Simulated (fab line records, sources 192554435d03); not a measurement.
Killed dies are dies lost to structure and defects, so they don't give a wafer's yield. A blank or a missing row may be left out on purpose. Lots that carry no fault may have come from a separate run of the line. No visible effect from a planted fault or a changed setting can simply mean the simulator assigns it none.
Matching of chambers | flow n5-finfet | N5_BEOL_M5_CURE_79 on uv-cure-03: 3 sister chambers
The step cures SiCOH lowk, time 240 s. 6 wafers are shown with their chamber, then 9 later ones without.

== EACH WAFER AND ITS CHAMBER ==
wafer  | chamber | wafer_temp_C_max | lamp-power-pct (%)
L075.3 | 2       | 386.9            | 52.39
L075.5 | 2       | 387.3            | 52.42
L079.4 | 0       | 387.8            | 52.42
L079.6 | 0       | 386.9            | 52.36
L082.5 | 1       | 386.5            | 52.27
L082.6 | 1       | 386.5            | 52.29

== WAFERS WHOSE CHAMBER IS MISSING ==
wafer  | wafer_temp_C_max | lamp-power-pct (%)
L092.1 | 386.7            | 52.30
L092.4 | 386.5            | 52.43
L092.5 | 386.6            | 52.26
L089.3 | 386.6            | 52.25
L089.4 | 386.4            | 52.37
L089.6 | 387.0            | 52.38
L095.1 | 386.8            | 52.24
L095.3 | 387.4            | 52.31
L095.4 | 386.3            | 52.31

== CHAMBER TAKEN BY EACH ==
wafer  | from the rows above          | in truth
L092.1 | 1                            | 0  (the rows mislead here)
L092.4 | can't be placed: 2 or 0      | 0
L092.5 | 1                            | 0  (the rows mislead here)
L089.3 | 1                            | 1
L089.4 | can't be placed: 2 or 0 or 1 | 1
L089.6 | can't be placed: 2 or 0      | 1
L095.1 | 1                            | 1
L095.3 | can't be placed: 1 or 0 or 2 | 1
L095.4 | 1                            | 1
3 of 9 placed correctly. Not placeable from these rows: 4 (in 3, the candidates include the true chamber). 2 placed wrongly.
How it was worked out, from the rows above alone: a wafer's distance from a chamber is the root of the sum, over the readings, of the square of ((its reading less the chamber's mean) divided by the reading's scatter). If the next closest chamber is less than 2 further off than the closest, the wafer can't be placed; otherwise it belongs to the closest. For every chamber, the mean is computed from those of its wafers that are shown. How the scatter is found: for the shown wafers, subtract from each reading the mean of its chamber, square and add these, divide the total by (wafers less chambers), then take the root.
